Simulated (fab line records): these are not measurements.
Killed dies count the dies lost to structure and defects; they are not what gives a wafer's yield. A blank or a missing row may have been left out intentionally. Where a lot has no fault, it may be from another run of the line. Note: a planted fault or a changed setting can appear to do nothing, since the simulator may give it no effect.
Matching of chambers | flow n5Finfet | N5_BEOL_M12_DEP_53 on pecvd-01: 3 sister chambers
The step deposits SiCN from 3MS/NH3, target thk 30 nm, time 10.5 s. 6 wafers are shown with their chamber, then 8 later ones without.

== EACH WAFER AND ITS CHAMBER ==
wafer  | chamber | throttleValvePct (%) | showerheadPlenumPTorr (Torr)
L085.3 | 0       | 21.7                 | 4.165
L085.4 | 1       | 17.6                 | 4.176
L091.1 | 0       | 22.0                 | 4.168
L091.2 | 2       | 18.0                 | 4.145
L091.3 | 1       | 17.8                 | 4.181
L093.1 | 2       | 18.0                 | 4.152

== WAFERS WITH NO CHAMBER GIVEN ==
wafer  | throttleValvePct (%) | showerheadPlenumPTorr (Torr)
L093.2 | 21.8                 | 4.158
L093.4 | 17.7                 | 4.190
L095.3 | 21.7                 | 4.145
L095.5 | 22.1                 | 4.158
L095.6 | 18.3                 | 4.157
L097.2 | 21.8                 | 4.169
L097.3 | 18.2                 | 4.146
L097.5 | 18.0                 | 4.152

== WHICH CHAMBER EACH ONE RAN IN ==
wafer  | from the rows above | in truth
L093.2 | 0                   | 0
L093.4 | 1                   | 1
L095.3 | 0                   | 0
L095.5 | 0                   | 0
L095.6 | 2                   | 2
L097.2 | 0                   | 0
L097.3 | 2                   | 2
L097.5 | 2                   | 2
8 of 8 placed correctly. Number that these rows cannot place: 0. Placed wrongly: 0.
How it was worked out, from the rows above alone: a wafer's distance from a chamber is the root of the sum, over the readings, of the square of ((its reading less the chamber's mean) divided by the reading's scatter). If the next closest chamber is less than 2 further off than the closest, the wafer can't be placed; otherwise it belongs to the closest. Each chamber's mean is taken over the wafers shown for it. The scatter is the square root of a quotient: the sum, over the shown wafers, of each reading's squared deviation from its chamber's mean, divided by wafers minus chambers.
